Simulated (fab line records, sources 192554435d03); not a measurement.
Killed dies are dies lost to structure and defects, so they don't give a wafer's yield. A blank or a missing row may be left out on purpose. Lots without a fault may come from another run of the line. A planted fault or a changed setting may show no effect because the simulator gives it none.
fab line records | flow n5_finfet | part 1 of 2: steps 1 to 4 of 6
record lots=23 wafers=69 last_day=19
route steps=1938 shown BEOL_M9@1401
lots that met no fault: from a run of the same line without faults
start_h: hours from the record's first day to the start of the lot's first wafer shown | wait_h: hours since the lot's step before | " the same as in the row above | L1.1+2: a row that stands for several wafers | - no value, or no start given | * or withheld: withheld | < > ~ a bound
route shown NAME@n: a module of which the file shows steps, and the number in the route of the first | usual: mean/standard deviation of fault-free wafers | same: alike in all rows | chamber/n: place in a boat | sites: the reading at each site | _std_site: their standard deviation | _edge_site: outer sites' mean less inner sites' | radius_mm: how far each site lies from the wafer's centre | mask NAME#n: copy n | behind: the tool/chamber that last shaped the wafer | hold: why the lot was held/for how many hours/how that ended | device: the transistor (n, p or np) that didn't switch | end of line: the same wafers' tests at the end of the route | a step without rows: its recipe alone | killed: dies lost to structure and defects at the first sort, not the wafer's yield | map: a wafer's dies, x killed, . not, _ none there
set.NAME: the setting as run; set.NAME@STEP: as run at that earlier step | model.NAME: the simulator's own value behind a step, which no gauge read
steps of the route over a sample of lots; a table a step, a row a wafer
services: from which hour (start_h, from the record's first day; less than 0 if before it) a tool's chamber was out of use, for how many hours, and why
## steps
# step N5_BEOL_M9_ILD_DEP_00
# recipe material=SiCOH_lowk target_thk_a=3085.1 temp_c=300 precursor=DEMS/porogen pressure_torr=5 rf_w=500 time_s=58
# usual heater_power_w=301/51 showerhead_plenum_p_Torr=5.735/0.015 throttle_valve_pct=13.5/0.7
# columns lot.wafer tool chamber start_h wait_h heater_power_w showerhead_plenum_p_Torr throttle_valve_pct
L074.4 pecvd-04 1 225.43 0.1 265 5.751 14.1
L074.5 " 0 " " 269 5.732 13.3
L074.6 " 2 " " 384 5.734 12.9
L075.1 pecvd-02 2 238.46 0.0 273 5.727 13.6
L075.2 " 1 " " 301 5.740 14.9
L075.4 " 0 " " 372 5.754 14.1
L076.1 pecvd-03 0 245.56 0.0 183 5.736 13.7
L076.3 " 1 " " 330 5.734 13.4
L076.4 " 2 " " 285 5.700 12.3
L077.1 pecvd-04 1 246.08 0.0 271 5.738 14.1
L077.2 " 0 " " 276 5.731 13.4
L077.3 " 2 " " 374 5.743 12.8
L078.2 pecvd-04 1 248.45 0.0 257 5.751 13.9
L078.4 " 1 " " 271 5.744 14.0
L078.5 " 2 " " 313 5.712 13.0
L080.1 pecvd-03 1 257.08 0.0 330 5.744 13.8
L080.2 " 0 " " 188 5.732 13.3
L080.6 " 2 " " 311 5.713 12.0
L081.1 pecvd-03 2 263.76 0.0 338 5.722 12.5
L081.3 " 1 " " 340 5.746 13.3
L081.4 " 2 " " 271 5.704 12.1
L079.2 pecvd-04 1 277.57 0.0 290 5.737 14.1
L079.3 " 0 " " 309 5.742 13.6
L079.6 " 1 " " 297 5.734 14.1
L082.2 pecvd-04 2 282.14 0.0 323 5.737 12.9
L082.3 " 0 " " 293 5.743 13.3
L082.4 " 0 " " 292 5.734 13.4
L083.1 pecvd-02 2 287.55 0.0 294 5.739 13.8
L083.4 " 0 " " 359 5.765 13.7
L083.6 " 1 " " 326 5.748 14.9
L084.3 pecvd-04 2 294.51 0.0 375 5.739 12.9
L084.5 " 1 " " 286 5.753 14.0
L084.6 " 2 " " 377 5.741 12.8
L087.1 pecvd-04 0 298.36 0.0 305 5.746 13.1
L087.3 " 2 " " 387 5.740 12.8
L087.6 " 2 " " 373 5.742 12.9
L085.4 pecvd-03 0 310.13 0.1 185 5.727 13.4
L085.5 " 1 " " 298 5.734 13.6
L085.6 " 2 " " 337 5.697 12.3
L088.2 pecvd-03 0 312.65 0.0 208 5.741 13.5
L088.4 " 0 " " 154 5.729 13.4
L088.6 " 2 " " 337 5.708 12.5
L089.1 pecvd-03 2 319.26 0.0 342 5.713 12.2
L089.4 " 0 " " 197 5.733 13.7
L089.6 " 1 " " 320 5.752 13.3
L086.1 pecvd-04 2 320.07 0.0 322 5.740 12.8
L086.4 " 0 " " 293 5.738 13.1
L086.5 " 2 " " 341 5.737 12.8
L090.2 pecvd-03 1 342.29 0.0 331 5.754 13.3
L090.3 " 1 " " 265 5.740 13.2
L090.4 " 2 " " 332 5.699 12.1
L095.2 pecvd-04 1 346.11 0.0 269 5.741 14.5
L095.3 " 1 " " 276 5.738 14.1
L095.6 " 2 " " 357 5.730 13.0
L092.1 pecvd-02 1 346.26 0.0 295 5.738 14.9
L092.2 " 2 " " 298 5.735 13.9
L092.5 " 2 " " 312 5.725 13.5
L093.2 pecvd-02 2 347.21 0.0 300 5.724 13.8
L093.4 " 0 " " 374 5.745 13.8
L093.5 " 2 " " 305 5.735 13.8
L094.2 pecvd-03 0 367.74 0.0 186 5.739 13.4
L094.4 " 2 " " 280 5.721 12.3
L094.5 " 0 " " 186 5.726 13.9
L096.3 pecvd-02 0 375.75 0.0 335 5.776 14.0
L096.4 " 1 " " 288 5.737 15.0
L096.6 " 2 " " 306 5.729 14.0
L097.3 pecvd-02 0 385.62 0.1 312 5.755 13.8
L097.4 " 2 " " 251 5.723 13.9
L097.5 " 0 " " 320 5.755 14.1
# step N5_BEOL_M9_OVL_MEAS_12
# recipe points_per_wafer=44
# usual M9_OVL=-0.4/0.69
# columns lot.wafer tool chamber start_h wait_h M9_OVL[nm]
L074.4 overlay-02 0 228.04 0.0 -0.7
L074.5 " 0 " " -0.1
L074.6 " 0 " " -0.8
L075.1 overlay-01 0 240.31 0.0 -0.6
L075.2 " 0 " " -1.1
L075.4 " 0 " " 0.1
L076.1 overlay-02 0 247.64 0.0 -0.7
L076.3 " 0 " " -0.1
L076.4 " 0 " " 0.7
L077.1 overlay-01 0 247.88 0.0 0.2
L077.2 " 0 " " -0.2
L077.3 " 0 " " 0.2
L078.2 overlay-01 0 251.28 0.0 -0.3
L078.4 " 0 " " -0.5
L078.5 " 0 " " -1.0
L080.1 overlay-01 0 258.91 0.0 0.0
L080.2 " 0 " " 0.1
L080.6 " 0 " " -1.0
L081.1 overlay-02 0 267.03 0.0 -0.3
L081.3 " 0 " " 0.0
L081.4 " 0 " " 0.3
L079.2 overlay-02 0 279.99 0.0 0.2
L079.3 " 0 " " 0.0
L079.6 " 0 " " -0.1
L082.2 overlay-02 0 285.42 0.0 -1.2
L082.3 " 0 " " -1.0
L082.4 " 0 " " -0.6
L083.1 overlay-02 0 290.28 0.0 -1.0
L083.4 " 0 " " -1.2
L083.6 " 0 " " -1.3
L084.3 overlay-01 0 296.58 0.0 -1.6
L084.5 " 0 " " -0.3
L084.6 " 0 " " -0.3
L087.1 overlay-01 0 300.05 0.0 -1.7
L087.3 " 0 " " -0.6
L087.6 " 0 " " -0.6
L085.4 overlay-02 0 312.88 0.0 -0.4
L085.5 " 0 " " -1.7
L085.6 " 0 " " -0.2
L088.2 overlay-02 0 314.15 0.0 -0.3
L088.4 " 0 " " -0.4
L088.6 " 0 " " -0.9
L089.1 overlay-02 0 322.38 0.0 -1.1
L089.4 " 0 " " -0.8
L089.6 " 0 " " -0.3
L086.1 overlay-01 0 322.54 0.0 1.0
L086.4 " 0 " " -0.6
L086.5 " 0 " " -0.5
L090.2 overlay-01 0 344.84 0.0 -0.8
L090.3 " 0 " " -1.1
L090.4 " 0 " " -1.1
L095.2 overlay-02 0 349.30 0.0 0.9
L095.3 " 0 " " 1.0
L095.6 " 0 " " 0.6
L092.1 overlay-01 0 349.47 0.0 0.8
L092.2 " 0 " " 0.2
L092.5 " 0 " " -0.3
L093.2 overlay-01 0 349.70 0.0 0.0
L093.4 " 0 " " -0.3
L093.5 " 0 " " -0.5
L094.2 overlay-01 0 370.39 0.0 -0.8
L094.4 " 0 " " -1.2
L094.5 " 0 " " -0.6
L096.3 overlay-01 0 378.09 0.0 1.0
L096.4 " 0 " " 0.2
L096.6 " 0 " " 0.9
L097.3 overlay-02 0 387.62 0.0 -0.5
L097.4 " 0 " " -1.1
L097.5 " 0 " " -0.3
# step N5_BEOL_M9_ETCH_61
# recipe chemistry=CF4 target=SiARC target_depth_a=390 mask_material=CAR-ArF time_s=65 ion_energy_ev=80 pressure_mtorr=40 source_w=545 bias_w=36 Ar_flow_sccm=100 cf4_flow_sccm=100 ends=cleared
# usual drypump_motor_current_A=5.9/0.38 etch_rf_on_time_s=65.1/1.2 oes_product_au=0.67/0.078 rf_vpp_V=183.8/1.2 showerhead_plenum_p_Torr=2.13/0.076 throttle_valve_pct=15.65/0.26
# columns lot.wafer tool chamber start_h wait_h drypump_motor_current_A etch_rf_on_time_s oes_product_au rf_hours_counter_h rf_vpp_V showerhead_plenum_p_Torr throttle_valve_pct
L074.4 rie_diel-04 0 228.30 0.0 5.8 65.1 0.64 162 182.4 2.05 15.43
L074.5 " 2 " " 6.2 63.7 0.82 - 183.1 2.10 15.17
L074.6 " 3 " " 6.4 65.2 0.65 - 182.6 1.98 15.80
L075.1 rie_diel-04 1 240.40 0.0 5.2 63.9 0.66 142 183.0 2.07 15.54
L075.2 " 3 " " 6.4 65.1 0.65 152 181.6 1.98 15.80
L075.4 " 2 " " 6.2 64.1 0.80 17 184.2 2.10 15.17
L076.1 rie_diel-06 3 247.85 0.0 6.2 66.2 0.65 155 184.4 2.14 15.84
L076.3 " 1 " " 6.2 64.0 0.75 39 185.8 2.18 15.73
L076.4 " 2 " " 6.1 68.4 0.58 237 184.5 2.20 15.96
L077.1 rie_diel-05 2 247.98 0.0 5.1 66.4 0.68 117 184.0 2.15 15.76
L077.2 " 0 " " 5.9 66.9 0.60 209 184.8 2.20 16.00
L077.3 " 1 " " 5.6 66.3 0.61 208 184.8 2.20 15.48
L078.2 rie_diel-04 0 251.37 0.0 5.9 65.6 0.63 170 182.9 2.05 15.46
L078.4 " 0 " " 5.9 65.8 0.63 - 183.2 2.05 15.46
L078.5 " 2 " " 6.2 64.4 0.79 - 182.8 2.10 15.19
L080.1 rie_diel-05 2 259.00 0.0 5.1 64.9 0.68 120 183.4 2.15 15.75
L080.2 " 3 " " 5.7 63.5 0.80 15 183.5 2.27 15.21
L080.6 " 3 " " 5.7 63.1 0.80 - 186.9 2.27 15.21
L081.1 rie_diel-05 1 267.12 0.0 5.6 65.8 0.61 214 183.6 2.20 15.48
L081.3 " 3 " " 5.7 64.4 0.79 18 185.0 2.27 15.24
L081.4 " 2 " " 5.1 66.2 0.67 123 183.1 2.15 15.78
L079.2 rie_diel-04 2 280.08 0.0 6.2 64.1 0.78 31 182.7 2.09 15.19
L079.3 " 0 " " 5.9 64.3 0.63 181 182.6 2.05 15.48
L079.6 " 2 " " 6.3 63.9 0.79 - 183.0 2.09 15.19
L082.2 rie_diel-06 0 285.72 0.0 6.1 64.7 0.63 176 183.4 2.13 15.86
L082.3 " 2 " " 6.2 68.4 0.56 249 185.2 2.19 16.01
L082.4 " 1 " " 6.2 62.8 0.74 52 183.6 2.17 15.77
L083.1 rie_diel-04 2 290.43 0.0 6.2 64.8 0.77 34 184.1 2.09 15.18
L083.4 " 0 " " 5.9 66.1 0.61 184 182.6 2.05 15.48
L083.6 " 3 " " 6.4 65.4 0.63 - 182.2 1.97 15.85
L084.3 rie_diel-04 0 297.15 0.0 5.9 65.7 0.61 186 181.7 2.04 15.50
L084.5 " 0 " " 5.9 66.0 0.61 - 183.1 2.04 15.50
L084.6 " 1 " " 5.3 64.4 0.65 - 183.9 2.07 15.56
L087.1 rie_diel-04 1 300.27 0.0 5.3 64.0 0.66 156 183.7 2.07 15.58
L087.3 " 2 " " 6.2 64.3 0.76 38 183.5 2.09 15.20
L087.6 " 2 " " 6.2 64.8 0.76 - 183.1 2.09 15.21
L085.4 rie_diel-06 0 313.00 0.0 6.1 64.9 0.62 - 183.7 2.13 15.89
L085.5 " 3 " " 6.2 65.5 0.64 - 185.0 2.14 15.88
L085.6 " 2 " " 6.1 65.2 0.86 - 184.3 2.19 15.50
L088.2 rie_diel-06 2 314.24 0.0 6.2 65.4 0.85 3 185.0 2.19 15.52
L088.4 " 2 " " 6.2 65.7 0.84 - 185.1 2.19 15.50
L088.6 " 0 " " 6.2 65.2 0.63 - 183.3 2.13 15.88
L089.1 rie_diel-06 3 322.52 0.0 6.2 65.7 0.64 181 184.3 2.14 15.91
L089.4 " 2 " " 6.2 65.5 0.84 6 183.8 2.19 15.51
L089.6 " 0 " " 6.2 64.4 0.62 - 183.3 2.13 15.89
L086.1 rie_diel-06 3 322.77 0.0 6.2 65.3 0.63 181 185.1 2.14 15.89
L086.4 " 0 " " 6.1 64.8 0.63 191 186.6 2.13 15.88
L086.5 " 1 " " 6.2 62.2 0.73 - 184.9 2.17 15.79
L090.2 rie_diel-06 1 345.36 0.0 6.2 62.9 0.71 70 183.6 2.17 15.80
L090.3 " 2 " " 6.1 64.8 0.81 14 186.5 2.19 15.54
L090.4 " 0 " " 6.1 64.6 0.62 198 182.8 2.12 15.90
L095.2 rie_diel-06 1 349.40 0.0 6.2 62.7 0.72 70 183.0 2.17 15.80
L095.3 " 3 " " 6.2 64.6 0.63 188 183.1 2.13 15.90
L095.6 " 2 " " 6.2 64.9 0.81 - 185.5 2.19 15.52
L092.1 rie_diel-05 0 349.56 0.0 5.9 68.0 0.57 239 185.0 2.19 16.05
L092.2 " 2 " " 5.1 66.5 0.65 149 184.8 2.14 15.81
L092.5 " 0 " " 5.9 67.6 0.57 - 185.3 2.19 16.04
L093.2 rie_diel-05 1 349.85 0.0 5.6 66.2 0.59 239 184.0 2.19 15.53
L093.4 " 2 " " 5.1 66.2 0.65 149 184.7 2.14 15.83
L093.5 " 3 " " 5.7 64.8 0.74 - 183.8 2.26 15.26
L094.2 rie_diel-04 1 371.60 0.0 5.3 64.2 0.64 178 182.5 2.06 15.60
L094.4 " 2 " " 6.2 65.1 0.73 60 184.7 2.09 15.26
L094.5 " 1 " " 5.3 64.6 0.64 - 182.5 2.06 15.62
L096.3 rie_diel-06 0 378.19 0.0 6.2 64.5 0.62 206 183.7 2.12 15.93
L096.4 " 3 " " 6.2 65.7 0.63 196 183.8 2.13 15.92
L096.6 " 0 " " 6.2 65.5 0.61 - 182.7 2.12 15.92
L097.3 rie_diel-04 1 387.89 0.0 5.2 64.0 0.63 184 182.4 2.06 15.63
L097.4 " 3 " " 6.4 65.1 0.61 202 182.9 1.96 15.91
L097.5 " 3 " " 6.4 65.3 0.61 - 181.3 1.96 15.90
# step N5_BEOL_M9_ETCH_62
# recipe chemistry=N2/H2 target=SOC target_depth_a=1100 overetch_a=220 mask_material=SiARC temp_c=40 time_s=165 ion_energy_ev=200 pressure_mtorr=30 source_w=840 bias_w=150 n2_flow_sccm=200 h2_flow_sccm=200
# usual drypump_motor_current_A=6.0/0.38 oes_product_au=0.67/0.073 rf_vpp_V=523.2/2.8 showerhead_plenum_p_Torr=2.53/0.098 throttle_valve_pct=17.90/0.27
# columns lot.wafer tool chamber start_h wait_h drypump_motor_current_A oes_product_au rf_hours_counter_h rf_vpp_V showerhead_plenum_p_Torr throttle_valve_pct
L074.4 rie_diel-04 0 228.35 0.0 5.9 0.63 162 521.2 2.43 17.65
L074.5 " 2 " " 6.2 0.79 - 522.9 2.49 17.55
L074.6 " 3 " " 6.4 0.65 - 517.7 2.34 18.12
L075.1 rie_diel-04 1 240.45 0.0 5.3 0.65 142 522.6 2.44 17.61
L075.2 " 3 " " 6.4 0.64 152 517.3 2.34 18.12
L075.4 " 2 " " 6.2 0.79 17 521.4 2.49 17.55
L076.1 rie_diel-06 3 247.90 0.0 6.3 0.65 155 524.5 2.54 18.02
L076.3 " 1 " " 6.2 0.73 39 524.1 2.60 18.11
L076.4 " 2 " " 6.2 0.59 237 525.3 2.62 18.23
L077.1 rie_diel-05 2 248.03 0.0 5.1 0.67 117 523.2 2.57 18.15
L077.2 " 0 " " 6.0 0.61 209 525.2 2.63 18.21
L077.3 " 1 " " 5.6 0.61 209 526.4 2.63 17.78
L078.2 rie_diel-04 0 251.42 0.0 5.8 0.62 170 520.3 2.43 17.65
L078.4 " 0 " " 5.9 0.62 - 521.1 2.43 17.66
L078.5 " 2 " " 6.2 0.77 - 522.7 2.49 17.56
L080.1 rie_diel-05 2 259.05 0.0 5.1 0.67 120 524.3 2.57 18.15
L080.2 " 3 " " 5.7 0.78 15 529.4 2.70 17.37
L080.6 " 3 " " 5.8 0.79 - 529.4 2.70 17.37
L081.1 rie_diel-05 1 267.17 0.0 5.5 0.60 214 524.0 2.63 17.79
L081.3 " 3 " " 5.8 0.78 18 529.0 2.70 17.36
L081.4 " 2 " " 5.1 0.67 123 524.7 2.57 18.16
L079.2 rie_diel-04 2 280.13 0.0 6.2 0.77 31 522.3 2.49 17.57
L079.3 " 0 " " 5.9 0.62 181 518.9 2.42 17.69
L079.6 " 2 " " 6.2 0.76 - 522.2 2.49 17.57
L082.2 rie_diel-06 0 285.77 0.0 6.1 0.63 176 524.0 2.53 18.04
L082.3 " 2 " " 6.2 0.58 249 524.4 2.61 18.25
L082.4 " 1 " " 6.2 0.72 52 524.5 2.60 18.16
L083.1 rie_diel-04 2 290.48 0.0 6.2 0.75 34 519.5 2.49 17.60
L083.4 " 0 " " 5.9 0.62 184 521.0 2.42 17.69
L083.6 " 3 " " 6.4 0.63 - 517.9 2.34 18.17
L084.3 rie_diel-04 0 297.20 0.0 5.9 0.61 186 518.9 2.42 17.68
L084.5 " 0 " " 5.9 0.62 - 521.0 2.42 17.70
L084.6 " 1 " " 5.3 0.64 - 520.1 2.43 17.62
L087.1 rie_diel-04 1 300.32 0.0 5.3 0.64 156 520.8 2.43 17.63
L087.3 " 2 " " 6.3 0.76 38 521.8 2.48 17.59
L087.6 " 2 " " 6.3 0.76 - 522.1 2.48 17.58
L085.4 rie_diel-06 0 313.09 0.1 6.2 0.62 - 524.8 2.53 18.06
L085.5 " 3 " " 6.2 0.63 - 523.6 2.53 18.07
L085.6 " 2 " " 6.2 0.85 - 524.4 2.61 17.81
L088.2 rie_diel-06 2 314.29 0.0 6.2 0.84 3 525.6 2.61 17.79
L088.4 " 2 " " 6.2 0.84 - 525.9 2.61 17.79
L088.6 " 0 " " 6.1 0.62 - 521.9 2.53 18.07
L089.1 rie_diel-06 3 322.57 0.0 6.3 0.63 181 524.1 2.53 18.05
L089.4 " 2 " " 6.2 0.83 7 524.4 2.61 17.80
L089.6 " 0 " " 6.2 0.61 - 523.9 2.53 18.06
L086.1 rie_diel-06 3 322.82 0.0 6.2 0.62 181 523.8 2.53 18.05
L086.4 " 0 " " 6.2 0.62 191 523.3 2.53 18.06
L086.5 " 1 " " 6.2 0.70 - 524.9 2.59 18.16
L090.2 rie_diel-06 1 345.41 0.0 6.2 0.69 70 525.5 2.59 18.16
L090.3 " 2 " " 6.2 0.80 14 524.9 2.60 17.80
L090.4 " 0 " " 6.1 0.62 198 523.1 2.52 18.08
L095.2 rie_diel-06 1 349.45 0.0 6.2 0.69 70 525.2 2.59 18.15
L095.3 " 3 " " 6.2 0.63 188 523.5 2.53 18.08
L095.6 " 2 " " 6.1 0.81 - 524.0 2.60 17.82
L092.1 rie_diel-05 0 349.61 0.0 5.9 0.58 239 524.8 2.61 18.27
L092.2 " 2 " " 5.1 0.65 149 523.4 2.55 18.22
L092.5 " 0 " " 5.9 0.58 - 524.8 2.61 18.26
L093.2 rie_diel-05 1 349.90 0.0 5.6 0.59 239 526.7 2.62 17.81
L093.4 " 2 " " 5.1 0.65 149 525.1 2.55 18.21
L093.5 " 3 " " 5.7 0.73 - 526.3 2.69 17.41
L094.2 rie_diel-04 1 371.65 0.0 5.2 0.62 178 518.9 2.42 17.65
L094.4 " 2 " " 6.2 0.73 60 522.9 2.48 17.61
L094.5 " 1 " " 5.2 0.63 - 519.7 2.42 17.66
L096.3 rie_diel-06 0 378.24 0.0 6.1 0.61 206 522.0 2.52 18.10
L096.4 " 3 " " 6.3 0.62 196 522.2 2.52 18.10
L096.6 " 0 " " 6.1 0.60 - 522.3 2.52 18.10
L097.3 rie_diel-04 1 387.94 0.0 5.3 0.63 184 519.9 2.42 17.67
L097.4 " 3 " " 6.4 0.61 202 518.4 2.32 18.23
L097.5 " 3 " " 6.4 0.61 - 518.0 2.32 18.24
